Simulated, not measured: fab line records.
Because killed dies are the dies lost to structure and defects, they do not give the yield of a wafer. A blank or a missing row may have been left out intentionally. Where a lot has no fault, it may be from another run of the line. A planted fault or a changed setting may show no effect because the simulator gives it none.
Problem report in the 8D (eight disciplines) form, filled by code | flow nand_harc | the parts of the form that need people (team, actions taken, sign-off) are left out

== 1. WHAT IS WRONG ==
Mean of run_length_s at NHARC_A_CHANNEL_HOLE_D1_ETCH_38: 70.9 s across 2 wafers in 2 lots; on wafers with no fault it is 86.2 s (standard deviation 0.39). Relative to the usual mean, that is a shift of -39 standard deviations.
The step: etches the open film in CF4, target depth 39 nm, time 65 s.
Earliest sighting: wafer L365.6 on rie_diel-13 at day 11 07:10. At this step, 36 wafers from 12 lots have a number in the record. By rule, "out" or "out of limits" means more than 4 standard deviations away from the usual mean. Any other wafer with a number is counted as sound.

== 2. WHAT IT IS, WHAT IT ISN'T ==
question                    | is                | is not
which readings at this step | run_length_s      | drypump_motor_current_A, rf_vpp_V, showerhead_plenum_p_Torr, throttle_valve_pct
which lots                  | L365, L366        | L352, L353, L354, L355, L362, L367, L368, L369, L370, L375
which wafers of those lots  | L365.6, L366.2    | L365.1, L365.5, L366.1, L366.4
read on which tools         | rie_diel-13       | rie_diel-08, rie_diel-11
when                        | from day 11 07:10 | up to then (17 sound wafers); but 17 sound wafers of L366, L367, L368, L369, L370, L375 came after

== 3. SUSPECTS, AND WHAT RULES EACH OUT ==
Counting: any tool at a process step up to the reading remains a suspect provided it ran every lot that is out. Sound lots after the first of them don't rule it out here, since some wafers of a struck lot are sound.
- rie_diel-13 at NHARC_A_CHANNEL_HOLE_D1_ETCH_38 (etches the open film in CF4, target depth 39 nm, time 65 s): kept. Every lot that is out went through it, the first being L365 (day 11 07:10); the last sound lot it ran before that was L355 (day 9 03:03). Its own run_length_s readings are out on those wafers.
- In rie_diel-13 at NHARC_A_CHANNEL_HOLE_D1_ETCH_38, the wafers that are out were processed in chamber 0 and their sound lot-mates in chambers 1, 2, 3.
The count leaves rie_diel-13 at NHARC_A_CHANNEL_HOLE_D1_ETCH_38.

== 4. THE CAUSE (what the simulator had put in) ==
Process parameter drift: rie_diel-13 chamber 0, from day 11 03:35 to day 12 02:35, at NHARC_A_CHANNEL_HOLE_D1_ETCH_38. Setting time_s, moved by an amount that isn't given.
Only this tool survived the counting.

== 5. THE CHAIN OF EFFECTS, in route order ==
Each row: a reading where the mean over the struck wafers with a number is more than 3 standard deviations away from the usual. Only readings for which the record gives a usual standard deviation are gone through. hours: the time from each lot's start at the first step in this table that gives one to its start at this step, as a median over the lots. sigmas: the change in usual standard deviations.
hours | step                            | reading      | usual  | on struck wafers | change | sigmas
0     | NHARC_A_CHANNEL_HOLE_D1_ETCH_38 | run_length_s | 86.2 s | 70.9             | -15.3  | -39
The process steps in it:
- NHARC_A_CHANNEL_HOLE_D1_ETCH_38: etches the open film in CF4, target depth 39 nm, time 65 s.
Later steps that measure or inspect, where all struck wafers having a row at the step show a number for every such reading and not one has moved that far: NHARC_A_CHANNEL_HOLE_D1_CD_MEAS_18, NHARC_END_SORT_01.

== 6. HOW IT WOULD HAVE BEEN CAUGHT EARLIER ==
4 hours passed between the start of the fault at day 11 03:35 and the first reading out of limits in this record, taken at day 11 07:10.
